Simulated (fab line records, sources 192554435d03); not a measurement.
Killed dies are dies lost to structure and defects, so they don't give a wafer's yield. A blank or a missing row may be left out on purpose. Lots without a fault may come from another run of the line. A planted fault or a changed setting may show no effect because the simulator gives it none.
A struck lot beside a sound one | flow n5_finfet | 15 steps out of a route of 1938
Sound: wafers L555.1, L555.2, L555.5. Struck: wafers L573.2, L573.4. (L573.3 of the same lot was not struck and is left out.) The cause comes at the end.
At each step with rows: each side's tool, then ch and its chambers, then its first start. Under that, the readings that differ: sound wafers | struck wafers | difference of the means | sigmas: that difference in standard deviations of wafers without a fault.
alike: readings whose means differ by less than 2 such deviations, and words and numbers that are the same on both sides. not compared: withheld readings, readings that some wafer has no value for, bounds like >300 that may hide the same value, and numbers for which the record gives no deviation and whose values overlap.
The two part at a step that has a row with sigmas, a row that says differs or no value, or rows on one side only. Numbers that don't overlap but have no deviation are shown without sigmas and don't part them. A reading that every wafer of one side lacks parts them only if that side has two wafers or more.

first, 1 step without rows for these wafers: N5_BEOL_M11_DEVELOP_27 (develop time 30 s).
N5_BEOL_M11_CD_MEAS_28: target cd 70 nm.
  sound on cd_sem-02 ch 0, day 10 17:49; struck on cd_sem-01 ch 0, day 15 02:56
  alike: cd_nm
N5_BEOL_M11_OVL_MEAS_29:
  sound on overlay-02 ch 0, day 10 17:51; struck on overlay-02 ch 0, day 15 02:58
  alike: V10_OVL
N5_BEOL_M11_INSPECT_30: inspects for defects (brightfield).
  sound on defect_inspect-02, day 10 17:52; struck on defect_inspect-02, day 15 03:00
  alike: raw_defect_count
then, 1 step without rows for these wafers: N5_BEOL_M11_DESCUM_33 (chemistry O2, time 7.9 s).
N5_BEOL_M11_ETCH_65: etches SiARC in CF4, target depth 39 nm, time 65 s.
  sound on rie_diel-05 ch 0,1,3, day 10 18:25; struck on rie_diel-06 ch 1,2, day 15 03:08
  alike: drypump_motor_current_A, etch_rf_on_time_s, oes_product_au, rf_vpp_V, showerhead_plenum_p_Torr, throttle_valve_pct
  not compared: rf_hours_counter_h
N5_BEOL_M11_ETCH_66: etches SOC in N2/H2, target depth 120 nm, overetch 24 nm, time 180 s.
  sound on rie_diel-05 ch 0,1,3, day 10 18:28; struck on rie_diel-06 ch 1,2, day 15 03:11
  alike: drypump_motor_current_A, n2_flow_sccm, oes_product_au, rf_vpp_V, showerhead_plenum_p_Torr, throttle_valve_pct
  not compared: rf_hours_counter_h
then, 1 step without rows for these wafers: N5_BEOL_M11_STRIP_69 (strips in N2/H2).
N5_BEOL_M11_VIA_ETCH_34: etches SiCOH lowk in C4F6/O2, target depth 184.5 nm, time 69.2 s.
  sound on rie_diel-05 ch 0,1,3, day 10 18:35; struck on rie_diel-06 ch 1,2, day 15 03:19
  alike: O2_flow_sccm, drypump_motor_current_A, oes_product_au, rf_vpp_V, showerhead_plenum_p_Torr, throttle_valve_pct
  not compared: rf_hours_counter_h
then, 2 steps without rows for these wafers: N5_BEOL_M11_STRIP_73 (strips in C4F6/O2); N5_BEOL_M11_STRIP_36 (strips in N2/H2).
N5_BEOL_M11_TRENCH_ETCH_37: etches SiCOH lowk in C4F6/O2, target depth 148.83 nm, time 48 s.
  sound on rie_diel-05 ch 0,1,3; struck on rie_diel-06 ch 1,2
  alike: O2_flow_sccm, drypump_motor_current_A, oes_product_au, rf_vpp_V, showerhead_plenum_p_Torr, throttle_valve_pct
  not compared: rf_hours_counter_h
N5_BEOL_M11_ETCH_41: etches SiCN in CH3F/O2, target depth 42.6 nm, time 86 s.
  sound on rie_diel-05 ch 0,1,3, day 10 18:44; struck on rie_diel-06 ch 1,2, day 15 03:27
  reading                  | sound             | struck     | difference | sigmas
  oes_product_au (a.u.)    | 0.83 0.81 0.85    | 1.23 1.10  | +0.34      | +6
  model.etch.depth_nm (nm) | 31.74 32.19 32.02 | 52.31 55.1 | +21.72     |
  alike: O2_flow_sccm, drypump_motor_current_A, rf_vpp_V, showerhead_plenum_p_Torr, throttle_valve_pct
  not compared: rf_hours_counter_h
N5_BEOL_M11_STRIP_77: strips in N2/H2, time 10 s.
  sound on rie_diel-05 ch 0,1,3; struck on rie_diel-06 ch 1,2
  alike: drypump_motor_current_A, n2_flow_sccm, oes_product_au, rf_vpp_V, showerhead_plenum_p_Torr, throttle_valve_pct
  not compared: rf_hours_counter_h
N5_PASSIVATION_PROBE_49:
  the record has rows for the struck wafers here (prober-01, day 16 20:55) and none for the sound ones

WHERE THEY PART
First at N5_BEOL_M11_ETCH_41; last, within this record, at N5_PASSIVATION_PROBE_49.

WHY: what the simulator had put in
Process parameter drift: rie_diel-06, from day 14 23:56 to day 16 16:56, at N5_BEOL_M11_ETCH_41. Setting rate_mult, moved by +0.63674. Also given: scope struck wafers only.
